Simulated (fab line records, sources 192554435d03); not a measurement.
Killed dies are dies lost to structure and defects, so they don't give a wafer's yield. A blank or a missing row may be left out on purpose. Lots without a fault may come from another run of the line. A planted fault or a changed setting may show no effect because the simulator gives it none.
fab line records | flow n5_finfet
record lots=5 wafers=15 last_day=17
route steps=1938 shown BEOL_M0_CUTY@706 BEOL_M0@715
lots that met no fault: from a run of the same line without faults
start_h: hours from the record's first day to the start of the lot's first wafer shown | wait_h: hours since the lot's step before | " the same as in the row above | L1.1+2: a row that stands for several wafers | - no value, or no start given | * or withheld: withheld | < > ~ a bound
route shown NAME@n: a module of which the file shows steps, and the number in the route of the first | usual: mean/standard deviation of fault-free wafers | same: alike in all rows | chamber/n: place in a boat | sites: the reading at each site | _std_site: their standard deviation | _edge_site: outer sites' mean less inner sites' | radius_mm: how far each site lies from the wafer's centre | mask NAME#n: copy n | behind: the tool/chamber that last shaped the wafer | hold: why the lot was held/for how many hours/how that ended | device: the transistor (n, p or np) that didn't switch | end of line: the same wafers' tests at the end of the route | a step without rows: its recipe alone | killed: dies lost to structure and defects at the first sort, not the wafer's yield | map: a wafer's dies, x killed, . not, _ none there
set.NAME: the setting as run; set.NAME@STEP: as run at that earlier step | model.NAME: the simulator's own value behind a step, which no gauge read
lots at some steps of the route; a table a step, a row a wafer
services: from which hour (start_h, from the record's first day; less than 0 if before it) a tool's chamber was out of use, for how many hours, and why
## steps
# step N5_BEOL_M0_CUTY_PEB_55
# recipe peb_temp_c=110 peb_time_s=60 resist=CAR-ArF-block
# columns lot.wafer tool chamber start_h wait_h
L079.1+2+6 litho_track-05 0 153.66 0.1
L084.2+3+5 litho_track-05 0 177.24 0.1
L089.1+2+6 litho_track-05 0 206.74 0.1
L093.2+5+6 litho_track-05 0 228.61 0.0
L095.1+5+6 litho_track-02 0 240.72 0.1
# step N5_BEOL_M0_CUTY_DEVELOP_56
# recipe develop_time_s=30 developer=TMAH resist=CAR-ArF-block rinse_liquid=diw dry=air_spin dev_temp_c=23
# usual developer_temp_C=23.01/0.098
# columns lot.wafer tool chamber start_h wait_h developer_temp_C
L079.1 litho_track-05 0 - - 23.09
L079.2 " 0 " " 23.14
L079.6 " 0 " " 23.31
L084.2 litho_track-05 0 - - 22.93
L084.3 " 0 " " 22.92
L084.5 " 0 " " 23.14
L089.1 litho_track-05 0 - - 22.96
L089.2 " 0 " " 22.89
L089.6 " 0 " " 23.02
L093.2 litho_track-05 0 - - 22.97
L093.5 " 0 " " 22.84
L093.6 " 0 " " 23.01
L095.1 litho_track-02 0 - - 23.10
L095.5 " 0 " " 22.94
L095.6 " 0 " " 22.99
# step N5_BEOL_M0_CUTY_CD_MEAS_57
# recipe target_cd_nm=200 landing_energy_ev=500 detector=se_inlens polarity=line
# usual cd_nm=200.0/0.85
# columns lot.wafer tool chamber start_h wait_h cd_nm
L079.1 cd_sem-01 0 153.73 - 201.8
L079.2 " 0 " " 200.5
L079.6 " 0 " " 200.7
L084.2 cd_sem-01 0 177.31 - 200.6
L084.3 " 0 " " 201.3
L084.5 " 0 " " 200.7
L089.1 cd_sem-02 0 206.81 - 199.9
L089.2 " 0 " " 200.7
L089.6 " 0 " " 199.3
L093.2 cd_sem-01 0 228.68 - 199.4
L093.5 " 0 " " 199.9
L093.6 " 0 " " 198.7
L095.1 cd_sem-02 0 240.79 - 199.6
L095.5 " 0 " " 199.9
L095.6 " 0 " " 198.9
# step N5_BEOL_M0_CUTY_OVL_MEAS_58
# recipe points_per_wafer=44
# usual M0_ABLK_OVL=0.6/0.73
# columns lot.wafer tool chamber start_h wait_h M0_ABLK_OVL[nm]
L079.1 overlay-01 0 153.76 0.0 0.4
L079.2 " 0 " " 0.1
L079.6 " 0 " " -0.3
L084.2 overlay-02 0 177.34 0.0 0.4
L084.3 " 0 " " -0.4
L084.5 " 0 " " -0.2
L089.1 overlay-01 0 206.84 0.0 -0.6
L089.2 " 0 " " 0.5
L089.6 " 0 " " -0.9
L093.2 overlay-01 0 228.71 0.0 0.9
L093.5 " 0 " " -0.5
L093.6 " 0 " " 0.7
L095.1 overlay-01 0 240.82 0.0 -0.2
L095.5 " 0 " " 0.6
L095.6 " 0 " " 0.0
# step N5_BEOL_M0_CUTY_INSPECT_59
# recipe mode=adi inspect_instrument=macro
# usual raw_defect_count=2.2/1.3
# columns lot.wafer tool chamber start_h wait_h raw_defect_count
L079.1 defect_inspect-02 - 153.78 0.0 3
L079.2 " - " " 1
L079.6 " - " " 1
L084.2 defect_inspect-01 - 177.36 0.0 4
L084.3 " - " " 2
L084.5 " - " " 3
L089.1 defect_inspect-02 - 206.86 0.0 1
L089.2 " - " " 4
L089.6 " - " " 6
L093.2 defect_inspect-02 - 228.73 0.0 2
L093.5 " - " " 4
L093.6 " - " " 3
L095.1 defect_inspect-01 - 240.84 0.0 2
L095.5 " - " " 2
L095.6 " - " " 2
# step N5_BEOL_M0_CUTY_DESCUM_61
# recipe chemistry=O2 time_s=7.9 source_power_w=50 bias_power_w=20 pressure_mtorr=20 rf_frequency_hz=2.712e+07 temp_c=40 resist=CAR-ArF-block o2_flow_sccm=225
# usual bias_power_w=19.99/0.059 chamber_pressure_mTorr=20.002/0.018 drypump_motor_current_A=5.7/0.43 oes_product_au=0.82/0.085 rf_vpp_V=243.0/1.4 showerhead_plenum_p_Torr=2.08/0.072 throttle_valve_pct=20.36/0.21
# columns lot.wafer tool chamber start_h wait_h bias_power_w chamber_pressure_mTorr drypump_motor_current_A oes_product_au rf_hours_counter_h rf_vpp_V showerhead_plenum_p_Torr throttle_valve_pct
L079.1 rie_diel-06 3 153.82 0.0 20.03 19.996 5.5 0.88 32 242.9 2.04 19.89
L079.2 " 0 " " 20.00 20.002 5.3 0.83 74 245.6 2.21 20.48
L079.6 " 3 " " 19.95 19.997 5.4 0.88 - 242.3 2.04 19.88
L084.2 rie_diel-06 1 177.60 0.2 19.95 20.019 6.0 0.72 197 241.3 1.99 20.34
L084.3 " 3 " " 19.89 19.968 5.4 0.86 41 242.5 2.04 19.91
L084.5 " 0 " " 20.00 19.995 5.3 0.84 - 245.0 2.21 20.49
L089.1 rie_diel-06 0 206.90 0.0 20.00 19.968 5.3 0.82 94 243.3 2.20 20.52
L089.2 " 1 " " 19.90 19.985 6.0 0.72 206 242.5 1.99 20.37
L089.6 " 0 " " 19.96 20.014 5.3 0.82 - 244.0 2.20 20.51
L093.2 rie_diel-06 3 228.77 0.0 19.94 19.995 5.4 0.84 58 242.5 2.03 19.92
L093.5 " 0 " " 19.92 20.009 5.4 0.82 - 244.8 2.20 20.52
L093.6 " 1 " " 19.98 20.015 5.9 0.71 - 241.1 1.98 20.37
L095.1 rie_diel-04 0 240.88 0.0 19.98 20.010 6.6 0.68 248 241.4 1.98 20.40
L095.5 " 0 " " 19.92 20.022 6.6 0.68 - 242.0 1.98 20.42
L095.6 " 1 " " 20.00 20.007 5.3 0.79 - 244.2 2.21 20.54
# step N5_BEOL_M0_CUTY_ETCH_62
# recipe chemistry=CF4 target=SiARC mask_material=CAR-ArF-block time_s=58.5 ion_energy_ev=80 pressure_mtorr=40 source_w=545 bias_w=36 Ar_flow_sccm=100 cf4_flow_sccm=100 ends=cleared
# usual bias_w=36.00/0.11 chamber_pressure_mTorr=40.00/0.037 drypump_motor_current_A=5.7/0.44 etch_rf_on_time_s=58.4/0.65 oes_product_au=0.70/0.07 rf_vpp_V=183.9/1.2 showerhead_plenum_p_Torr=2.13/0.07 throttle_valve_pct=15.55/0.21
# columns lot.wafer tool chamber start_h wait_h bias_w chamber_pressure_mTorr drypump_motor_current_A etch_rf_on_time_s oes_product_au rf_hours_counter_h rf_vpp_V showerhead_plenum_p_Torr throttle_valve_pct
L079.1 rie_diel-06 3 153.85 0.0 35.86 40.01 5.4 57.8 0.74 32 182.8 2.10 15.17
L079.2 " 0 " " 36.11 39.91 5.3 57.4 0.72 74 185.7 2.26 15.66
L079.6 " 3 " " 35.95 40.03 5.4 57.9 0.75 - 182.9 2.10 15.15
L084.2 rie_diel-06 1 177.63 0.0 35.93 40.03 6.0 58.7 0.62 197 184.1 2.05 15.60
L084.3 " 3 " " 36.02 40.05 5.4 58.3 0.73 41 183.3 2.10 15.17
L084.5 " 0 " " 35.95 39.91 5.3 58.4 0.71 - 184.4 2.26 15.69
L089.1 rie_diel-06 0 206.93 0.0 36.09 39.98 5.4 58.2 0.69 94 186.1 2.26 15.69
L089.2 " 1 " " 35.93 39.97 6.0 58.9 0.60 206 181.1 2.04 15.61
L089.6 " 0 " " 35.97 40.01 5.3 58.0 0.70 - 184.6 2.26 15.69
L093.2 rie_diel-06 3 228.80 0.0 35.75 39.97 5.5 59.1 0.70 58 183.1 2.10 15.22
L093.5 " 0 " " 35.90 40.00 5.3 58.4 0.69 - 184.7 2.25 15.72
L093.6 " 1 " " 35.89 40.00 6.0 58.8 0.61 - 182.6 2.04 15.62
L095.1 rie_diel-04 0 240.91 0.0 35.87 40.00 6.7 58.3 0.59 248 182.1 2.02 15.58
L095.5 " 0 " " 35.97 40.04 6.7 58.2 0.59 - 184.4 2.02 15.59
L095.6 " 1 " " 36.14 39.94 5.3 58.7 0.68 - 185.7 2.25 15.67
# step N5_BEOL_M0_CUTY_ETCH_63
# recipe chemistry=N2/H2 target=SOC target_depth_a=827 overetch_a=165 mask_material=SiARC temp_c=40 ion_energy_ev=200 time_s=124 pressure_mtorr=30 source_w=840 bias_w=150 n2_flow_sccm=200 h2_flow_sccm=200
# usual bias_w=150.0/0.51 chamber_pressure_mTorr=29.997/0.027 drypump_motor_current_A=5.7/0.44 h2_flow_sccm=200.0/0.55 oes_product_au=0.67/0.066 rf_vpp_V=523.5/2.5 showerhead_plenum_p_Torr=2.53/0.083 throttle_valve_pct=17.73/0.2
# columns lot.wafer tool chamber start_h wait_h bias_w chamber_pressure_mTorr drypump_motor_current_A h2_flow_sccm oes_product_au rf_hours_counter_h rf_vpp_V showerhead_plenum_p_Torr throttle_valve_pct
L079.1 rie_diel-06 3 153.90 0.0 149.9 29.985 5.4 198.4 0.72 32 522.1 2.48 17.22
L079.2 " 0 " " 150.6 29.981 5.3 200.1 0.69 74 527.2 2.67 17.70
L079.6 " 3 " " 149.9 29.967 5.4 198.9 0.71 - 522.3 2.48 17.25
L084.2 rie_diel-06 1 177.68 0.0 150.7 29.994 5.9 200.6 0.60 198 520.4 2.42 17.76
L084.3 " 3 " " 149.5 29.991 5.5 199.9 0.71 41 521.9 2.48 17.24
L084.5 " 0 " " 149.6 29.961 5.3 200.0 0.68 - 527.3 2.67 17.72
L089.1 rie_diel-06 0 206.98 0.0 149.9 30.019 5.3 199.0 0.67 94 527.7 2.66 17.76
L089.2 " 1 " " 150.8 29.987 6.0 200.1 0.59 206 519.6 2.42 17.79
L089.6 " 0 " " 151.3 29.984 5.3 199.9 0.67 - 527.5 2.66 17.74
L093.2 rie_diel-06 3 228.85 0.0 149.3 29.973 5.4 199.8 0.68 58 522.5 2.47 17.30
L093.5 " 0 " " 149.7 30.073 5.3 200.1 0.67 - 527.5 2.66 17.74
L093.6 " 1 " " 149.7 30.006 6.0 199.8 0.58 - 520.6 2.41 17.79
L095.1 rie_diel-04 0 240.96 0.0 149.8 29.985 6.7 200.2 0.57 248 519.5 2.40 17.88
L095.5 " 0 " " 150.1 29.988 6.7 200.2 0.57 - 519.9 2.40 17.87
L095.6 " 1 " " 149.5 30.025 5.3 200.9 0.65 - 526.8 2.67 17.85
# step N5_BEOL_M0_CUTY_STRIP_64
# recipe chemistry=N2/H2 temp_c=40 n2_flow_sccm=200 h2_flow_sccm=200 rf_frequency_hz=6e+07
# columns lot.wafer tool chamber start_h wait_h
L079.1+2+6 rie_diel-06 3,0,3 154.01 0.1
L084.2+3+5 rie_diel-06 1,3,0 177.79 0.1
L089.1+2+6 rie_diel-06 0,1,0 207.09 0.1
L093.2+5+6 rie_diel-06 3,0,1 228.96 0.1
L095.1+5+6 rie_diel-04 0,0,1 241.07 0.1
# step N5_BEOL_M0_ETCH_138
# recipe chemistry=CH3F/O2 target_depth_a=120 target=SiCN time_s=31.6 ion_energy_ev=120 pressure_mtorr=30 source_w=395 bias_w=75 Ar_flow_sccm=150 CH3F_flow_sccm=30 O2_flow_sccm=20 ends=cleared
# usual bias_w=75.00/0.23 chamber_pressure_mTorr=30.005/0.024 drypump_motor_current_A=5.7/0.44 etch_rf_on_time_s=29.1/0.66 oes_product_au=0.70/0.071 rf_vpp_V=297.2/1.7 showerhead_plenum_p_Torr=1.99/0.069 throttle_valve_pct=16.26/0.2
# columns lot.wafer tool chamber start_h wait_h bias_w chamber_pressure_mTorr drypump_motor_current_A etch_rf_on_time_s oes_product_au rf_hours_counter_h rf_vpp_V showerhead_plenum_p_Torr throttle_valve_pct
L079.1 rie_diel-06 3 154.02 0.0 75.28 30.022 5.4 29.8 0.75 32 296.7 1.96 15.86
L079.2 " 0 " " 75.04 30.014 5.4 29.0 0.72 74 300.0 2.12 16.38
L079.6 " 3 " " 75.00 29.994 5.4 30.2 0.74 - 297.4 1.96 15.87
L084.2 rie_diel-06 1 177.80 0.0 75.04 29.933 6.0 27.8 0.62 198 295.9 1.90 16.30
L084.3 " 3 " " 74.75 30.070 5.4 28.5 0.73 41 296.1 1.96 15.88
L084.5 " 0 " " 74.90 30.000 5.3 28.4 0.71 - 298.9 2.12 16.41
L089.1 rie_diel-06 0 207.10 0.0 75.23 30.013 5.3 28.8 0.71 94 299.2 2.11 16.43
L089.2 " 1 " " 74.98 29.993 6.0 29.5 0.61 206 295.7 1.90 16.30
L089.6 " 0 " " 75.00 30.008 5.3 29.9 0.70 - 298.8 2.11 16.42
L093.2 rie_diel-06 3 228.97 0.0 75.03 29.961 5.5 27.7 0.71 58 296.5 1.95 15.91
L093.5 " 0 " " 75.03 29.946 5.3 28.5 0.69 - 301.0 2.11 16.44
L093.6 " 1 " " 75.11 30.021 6.0 29.3 0.61 - 295.4 1.90 16.30
L095.1 rie_diel-04 0 241.08 0.0 75.24 30.063 6.6 29.7 0.58 248 296.3 1.88 16.25
L095.5 " 0 " " 74.88 30.051 6.6 30.6 0.59 - 294.2 1.88 16.25
L095.6 " 1 " " 75.07 30.006 5.3 29.9 0.67 - 300.5 2.10 16.38
# step N5_BEOL_M0_HM_OPEN_105
# recipe chemistry=Cl2/BCl3 target_depth_a=120 target=TiN ion_energy_ev=150 pressure_mtorr=10 icp_w=1000 bias_w=126 Cl2_flow_sccm=53.25 bcl3_flow_sccm=21.75 Ar_flow_sccm=25
# usual bias_w=125.9/0.37 chamber_pressure_mTorr=10.001/0.0089 drypump_motor_current_A=5.6/0.56 oes_product_au=0.84/0.047 throttle_valve_pct=21.91/0.15
# columns lot.wafer tool chamber start_h wait_h bias_w chamber_pressure_mTorr drypump_motor_current_A oes_product_au rf_hours_counter_h throttle_valve_pct
L079.1 rie_metal-03 0 155.11 1.1 126.3 9.996 6.3 0.88 22 21.70
L079.2 " 1 " " 125.8 9.990 5.4 0.92 5 21.82
L079.6 " 0 " " 126.1 10.010 6.3 0.89 - 21.71
L084.2 rie_metal-01 0 178.76 0.9 125.7 10.000 6.4 0.89 12 21.99
L084.3 " 0 " " 125.8 10.014 6.4 0.89 - 21.98
L084.5 " 0 " " 125.7 9.982 6.4 0.89 - 21.99
L089.1 rie_metal-03 0 211.15 4.0 126.2 10.007 6.2 0.86 27 21.73
L089.2 " 1 " " 125.8 10.001 5.5 0.90 8 21.83
L089.6 " 1 " " 126.2 9.984 5.5 0.90 - 21.83
L093.2 rie_metal-03 1 230.22 1.2 125.4 10.001 5.5 0.89 10 21.83
L093.5 " 0 " " 126.0 9.999 6.3 0.85 - 21.71
L093.6 " 1 " " 126.4 9.996 5.4 0.90 - 21.82
L095.1 rie_metal-02 0 242.08 1.0 125.8 10.003 4.8 0.79 41 21.83
L095.5 " 1 " " 125.5 9.985 5.3 0.82 - 22.17
L095.6 " 0 " " 125.3 9.999 4.8 0.79 - 21.82
# step N5_BEOL_M0_STRIP_140
# recipe chemistry=CF4 resist=SiARC power_w=300 bias_power_w=75 pressure_mtorr=50 cf4_flow_sccm=150 rf_frequency_hz=6e+07
# usual bias_power_w=75.03/0.22 chamber_pressure_mTorr=50.00/0.069 drypump_motor_current_A=5.7/0.44 oes_product_au=0.80/0.076 rf_vpp_V=270.9/1.8 showerhead_plenum_p_Torr=1.79/0.059 throttle_valve_pct=13.51/0.22
# columns lot.wafer tool chamber start_h wait_h bias_power_w chamber_pressure_mTorr drypump_motor_current_A oes_product_au rf_hours_counter_h rf_vpp_V showerhead_plenum_p_Torr throttle_valve_pct
L079.1 rie_diel-05 2 155.55 0.4 75.04 49.94 5.1 0.95 2 269.4 1.77 13.18
L079.2 " 0 " " 75.15 49.98 6.1 0.91 11 270.7 1.77 13.50
L079.6 " 2 " " 74.92 50.07 5.1 0.96 - 270.0 1.77 13.17
L084.2 rie_diel-06 1 178.93 0.1 75.29 50.13 6.0 0.72 198 270.2 1.72 13.59
L084.3 " 3 " " 74.91 49.94 5.5 0.84 41 270.3 1.76 13.14
L084.5 " 3 " " 74.41 50.06 5.5 0.84 - 270.3 1.76 13.13
L089.1 rie_diel-05 3 211.32 0.1 74.47 49.93 6.6 0.74 162 273.2 1.80 13.71
L089.2 " 1 " " 75.20 50.07 5.9 0.85 60 269.1 1.75 13.49
L089.6 " 0 " " 74.89 50.01 6.0 0.87 - 268.1 1.77 13.58
L093.2 rie_diel-06 2 230.40 0.1 75.07 49.85 5.8 0.87 23 270.9 1.75 13.28
L093.5 " 0 " " 75.37 50.06 5.3 0.81 - 271.4 1.88 13.67
L093.6 " 1 " " 74.68 50.04 6.0 0.71 - 268.8 1.71 13.64
L095.1 rie_diel-06 2 242.35 0.2 74.91 49.97 5.8 0.87 28 270.0 1.75 13.27
L095.5 " 1 " " 74.93 50.02 6.0 0.71 - 268.6 1.71 13.64
L095.6 " 2 " " 75.15 49.92 5.8 0.86 - 270.4 1.75 13.28
# step N5_BEOL_M0_STRIP_104
# recipe chemistry=N2/H2 power_w=450 temp_c=40 pressure_mtorr=20 rf_frequency_hz=6e+07 overash_fraction=0.3 bias_power_w=7 h2_frac=0.5 n2_flow_sccm=200 h2_flow_sccm=200
# usual bias_power_w=7.001/0.022 chamber_pressure_mTorr=20.00/0.033 drypump_motor_current_A=5.8/0.44 h2_flow_sccm=200.2/0.6 oes_product_au=0.81/0.082 rf_vpp_V=59.1/1.7 showerhead_plenum_p_Torr=2.52/0.086 throttle_valve_pct=23.51/0.23
# columns lot.wafer tool chamber start_h wait_h bias_power_w chamber_pressure_mTorr drypump_motor_current_A h2_flow_sccm oes_product_au rf_hours_counter_h rf_vpp_V showerhead_plenum_p_Torr throttle_valve_pct
L079.1 rie_diel-05 2 155.57 0.0 7.003 19.99 5.1 199.5 0.96 2 59.1 2.49 23.26
L079.2 " 0 " " 6.985 20.00 6.0 199.1 0.93 11 58.1 2.49 23.52
L079.6 " 2 " " 6.989 20.01 5.1 199.8 0.97 - 57.2 2.49 23.29
L084.2 rie_diel-06 1 178.95 0.0 6.991 20.01 6.0 200.7 0.72 198 58.5 2.41 23.53
L084.3 " 3 " " 7.034 20.04 5.5 199.7 0.85 41 58.1 2.48 22.97
L084.5 " 3 " " 6.998 19.99 5.5 199.1 0.85 - 59.4 2.47 22.97
L089.1 rie_diel-05 3 211.34 0.0 7.009 20.00 6.7 200.2 0.74 162 62.5 2.54 23.64
L089.2 " 1 " " 7.023 19.99 5.9 201.0 0.86 60 59.5 2.48 23.60
L089.6 " 0 " " 6.999 19.98 6.1 200.7 0.89 - 60.6 2.48 23.53
L093.2 rie_diel-06 2 230.42 0.0 6.997 20.01 5.8 199.4 0.89 23 58.1 2.49 23.63
L093.5 " 0 " " 7.042 20.06 5.4 200.1 0.80 - 62.5 2.66 23.42
L093.6 " 1 " " 7.046 19.98 6.0 200.1 0.71 - 57.3 2.41 23.55
L095.1 rie_diel-06 2 242.37 0.0 6.964 20.01 5.8 199.6 0.88 28 58.7 2.49 23.64
L095.5 " 1 " " 6.963 19.97 6.0 199.9 0.70 - 57.7 2.41 23.52
L095.6 " 2 " " 7.002 20.00 5.8 200.1 0.88 - 57.0 2.49 23.62
# step N5_BEOL_M0_WET_ETCH_106
# recipe chemistry=DHF dilution=10:1 temp_c=25 target=SiO2 target_depth_a=1300 dry=ipa_marangoni rinse_time_s=30 rinse_temp_c=23
# columns lot.wafer tool chamber start_h wait_h
L079.1+2+6 wet_bench-05 1,3,5 155.64 -
L084.2+3+5 wet_bench-01 2,5,6 179.01 -
L089.1+2+6 wet_bench-05 1,7,3 211.41 -
L093.2+5+6 wet_bench-06 1,0,3 230.49 -
L095.1+5+6 wet_bench-05 0,5,4 242.44 -
# step N5_BEOL_M0_ETCH_128
# recipe chemistry=CF4/N2 target_depth_a=120 overetch_a=51 target=SiCN time_s=21.4 ion_energy_ev=150 pressure_mtorr=40 source_w=430 bias_w=70 Ar_flow_sccm=100 cf4_flow_sccm=60 n2_flow_sccm=60
# usual bias_w=70.00/0.22 chamber_pressure_mTorr=40.00/0.035 drypump_motor_current_A=5.8/0.48 oes_product_au=0.55/0.051 rf_vpp_V=381.8/1.9 showerhead_plenum_p_Torr=2.19/0.075 throttle_valve_pct=15.38/0.21
# columns lot.wafer tool chamber start_h wait_h bias_w chamber_pressure_mTorr drypump_motor_current_A oes_product_au rf_hours_counter_h rf_vpp_V showerhead_plenum_p_Torr throttle_valve_pct
L079.1 rie_diel-06 1 155.70 0.0 70.66 40.04 6.0 0.51 189 380.4 2.11 15.40
L079.2 " 3 " " 69.81 40.05 5.5 0.60 33 381.2 2.16 14.97
L079.6 " 3 " " 69.74 39.96 5.5 0.61 - 379.9 2.16 14.98
L084.2 rie_diel-06 3 179.07 0.0 69.87 39.94 5.4 0.58 41 381.3 2.16 14.99
L084.3 " 1 " " 70.01 40.00 6.0 0.49 198 379.9 2.11 15.41
L084.5 " 3 " " 70.11 39.98 5.4 0.58 - 380.5 2.16 15.00
L089.1 rie_diel-06 3 211.71 0.3 70.40 40.02 5.4 0.57 52 381.0 2.16 15.02
L089.2 " 0 " " 70.17 39.97 5.3 0.56 95 384.5 2.32 15.52
L089.6 " 0 " " 70.26 40.03 5.3 0.57 - 384.9 2.32 15.50
L093.2 rie_diel-05 3 230.55 0.0 70.01 40.00 6.7 0.50 168 383.9 2.21 15.58
L093.5 " 1 " " 70.02 40.04 5.9 0.58 - 381.9 2.15 15.40
L093.6 " 2 " " 70.50 40.05 5.1 0.61 - 381.1 2.16 15.12
L095.1 rie_diel-05 0 242.92 0.4 69.85 40.00 6.0 0.60 40 381.0 2.16 15.46
L095.5 " 0 " " 70.33 40.00 6.0 0.61 - 380.6 2.16 15.47
L095.6 " 3 " " 69.87 39.99 6.6 0.52 - 382.4 2.21 15.57
# step N5_BEOL_M0_TRENCH_ETCH_107
# recipe chemistry=C4F6/O2 target_depth_a=328 target=SiOC time_s=16.4 ion_energy_ev=250 pressure_mtorr=30 source_w=355 bias_w=185 Ar_flow_sccm=300 C4F6_flow_sccm=10 O2_flow_sccm=10
# usual bias_w=185.1/0.58 chamber_pressure_mTorr=30.000/0.03 drypump_motor_current_A=5.8/0.48 oes_product_au=0.81/0.077 rf_vpp_V=665/6.2 showerhead_plenum_p_Torr=2.83/0.099 throttle_valve_pct=20.82/0.21
# columns lot.wafer tool chamber start_h wait_h bias_w chamber_pressure_mTorr drypump_motor_current_A oes_product_au rf_hours_counter_h rf_vpp_V showerhead_plenum_p_Torr throttle_valve_pct
L079.1 rie_diel-06 1 155.74 0.0 183.5 29.954 6.0 0.74 189 662 2.72 20.78
L079.2 " 3 " " 185.3 30.048 5.4 0.87 33 660 2.80 20.45
L079.6 " 3 " " 184.8 29.979 5.4 0.87 - 662 2.80 20.44
L084.2 rie_diel-06 3 179.11 0.0 186.3 30.023 5.4 0.85 41 662 2.79 20.46
L084.3 " 1 " " 185.7 29.991 6.0 0.72 198 664 2.72 20.79
L084.5 " 3 " " 185.5 30.034 5.4 0.86 - 661 2.79 20.47
L089.1 rie_diel-06 3 211.75 0.0 184.9 30.052 5.4 0.84 52 661 2.79 20.46
L089.2 " 0 " " 185.9 29.989 5.3 0.83 95 676 3.00 21.02
L089.6 " 0 " " 185.4 29.962 5.3 0.82 - 673 3.00 21.02
L093.2 rie_diel-05 3 230.60 0.0 185.8 30.031 6.6 0.74 168 669 2.85 21.00
L093.5 " 1 " " 185.1 30.061 5.9 0.85 - 664 2.77 20.84
L093.6 " 2 " " 184.1 29.952 5.1 0.88 - 669 2.78 20.54
L095.1 rie_diel-05 0 242.96 0.0 184.0 29.953 6.1 0.86 40 651 2.78 20.93
L095.5 " 0 " " 184.3 30.002 6.0 0.86 - 650 2.78 20.94
L095.6 " 3 " " 185.2 29.965 6.6 0.73 - 668 2.85 20.99
# step N5_BEOL_M0_STRIP_142
# recipe chemistry=N2/H2 time_s=10 power_w=450 temp_c=40 pressure_mtorr=20 rf_frequency_hz=6e+07 bias_power_w=7 n2_flow_sccm=200 h2_flow_sccm=200
# usual bias_power_w=7.005/0.023 chamber_pressure_mTorr=19.999/0.021 drypump_motor_current_A=5.8/0.48 h2_flow_sccm=200.1/0.66 oes_product_au=0.81/0.079 rf_vpp_V=59.1/0.92 showerhead_plenum_p_Torr=2.52/0.086 throttle_valve_pct=23.52/0.22
# columns lot.wafer tool chamber start_h wait_h bias_power_w chamber_pressure_mTorr drypump_motor_current_A h2_flow_sccm oes_product_au rf_hours_counter_h rf_vpp_V showerhead_plenum_p_Torr throttle_valve_pct
L079.1 rie_diel-06 1 155.76 0.0 7.002 20.005 6.0 199.4 0.73 189 59.0 2.42 23.51
L079.2 " 3 " " 7.001 20.012 5.5 198.9 0.88 33 61.0 2.48 22.94
L079.6 " 3 " " 7.019 19.997 5.5 198.4 0.87 - 59.4 2.48 22.94
L084.2 rie_diel-06 3 179.14 0.0 6.991 19.993 5.5 201.7 0.85 41 57.9 2.48 22.94
L084.3 " 1 " " 6.979 20.012 6.0 200.6 0.72 198 58.2 2.41 23.53
L084.5 " 3 " " 7.006 19.979 5.4 200.2 0.86 - 59.5 2.48 22.95
L089.1 rie_diel-06 3 211.77 0.0 6.992 20.012 5.5 200.7 0.84 52 59.4 2.47 22.97
L089.2 " 0 " " 6.980 19.971 5.4 199.8 0.82 95 59.8 2.66 23.44
L089.6 " 0 " " 6.971 19.996 5.4 199.6 0.81 - 57.9 2.66 23.44
L093.2 rie_diel-05 3 230.62 0.0 6.999 19.996 6.6 200.1 0.74 168 57.9 2.54 23.66
L093.5 " 1 " " 6.982 19.992 5.9 200.6 0.84 - 59.7 2.47 23.60
L093.6 " 2 " " 6.990 20.006 5.1 199.2 0.88 - 59.1 2.48 23.32
L095.1 rie_diel-05 0 242.98 0.0 6.974 20.011 6.0 200.1 0.87 40 59.8 2.48 23.57
L095.5 " 0 " " 7.001 19.964 6.1 200.0 0.87 - 58.6 2.48 23.57
L095.6 " 3 " " 7.005 20.020 6.7 200.2 0.73 - 61.1 2.54 23.67
# step N5_BEOL_M0_OCD_MEAS_108
# usual trench_depth_nm=32.8/0.46
# columns lot.wafer tool chamber start_h wait_h trench_depth_nm
L079.1 ocd-01 - 155.84 0.1 32.9
L079.2 " - " " 32.7
L079.6 " - " " 33.6
L084.2 ocd-02 - 179.22 0.1 33.3
L084.3 " - " " 32.7
L084.5 " - " " 33.2
L089.1 ocd-02 - 211.85 0.1 32.6
L089.2 " - " " 33.6
L089.6 " - " " 32.0
L093.2 ocd-02 - 230.70 0.1 32.2
L093.5 " - " " 33.2
L093.6 " - " " 32.8
L095.1 ocd-02 - 243.06 0.1 32.8
L095.5 " - " " 33.8
L095.6 " - " " 32.2
# step N5_BEOL_M0_HM_STRIP_129
# recipe chemistry=peroxide_tin_strip material=TiN target_depth_a=170 temp_c=50 time_s=108
# columns lot.wafer tool chamber start_h wait_h
L079.1+2+6 wet_bench-05 6,4,3 155.87 0.0
L084.2+3+5 wet_bench-06 7,3,2 179.25 0.0
L089.1+2+6 wet_bench-05 0,7,1 211.88 0.0
L093.2+5+6 wet_bench-05 4,6,1 230.73 0.0
L095.1+5+6 wet_bench-05 1,2,4 243.09 0.0
# step N5_BEOL_M0_SRD_130
# recipe time_s=30 temp_c=23 rinse_liquid=diw dry=ipa_marangoni
# usual do_supply_ppb=10.00/0.088
# columns lot.wafer tool chamber start_h wait_h do_supply_ppb
L079.1 wet_bench-05 6 155.91 0.0 9.97
L079.2 " 4 " " 9.98
L079.6 " 3 " " 10.13
L084.2 wet_bench-06 7 179.28 0.0 10.01
L084.3 " 3 " " 10.02
L084.5 " 2 " " 10.17
L089.1 wet_bench-05 0 211.92 0.0 10.09
L089.2 " 7 " " 9.89
L089.6 " 1 " " 10.18
L093.2 wet_bench-05 4 230.76 0.0 9.97
L093.5 " 6 " " 10.09
L093.6 " 1 " " 9.75
L095.1 wet_bench-05 1 243.13 0.0 9.89
L095.5 " 2 " " 10.03
L095.6 " 4 " " 9.96
## services
# columns tool chamber start_h hours kind
rie_diel-05 2 134.40 - clean
rie_diel-05 2 134.40 - consumable_replace:focus_ring
rie_diel-05 2 134.40 17.5 scheduled_down
rie_diel-05 2 134.40 17.5 vent_cycle
rie_diel-04 3 134.61 8.3 repair
rie_diel-06 2 140.26 - clean
rie_diel-06 2 140.26 - consumable_replace:focus_ring
rie_diel-06 2 140.26 12.2 scheduled_down
rie_diel-06 2 140.26 12.2 vent_cycle
rie_metal-02 - 142.12 2.8 pm
rie_metal-03 1 162.03 11.1 repair
rie_metal-03 - 169.63 1.4 pm
rie_diel-06 2 170.36 8.9 repair
rie_metal-03 - 171.03 15.6 pm
rie_diel-06 3 172.60 2.8 repair
rie_metal-02 - 196.29 1.2 repair
rie_diel-04 3 224.03 4.5 repair
rie_diel-06 - 225.76 0.7 repair
rie_diel-04 3 235.85 2.8 repair
## key
fault none
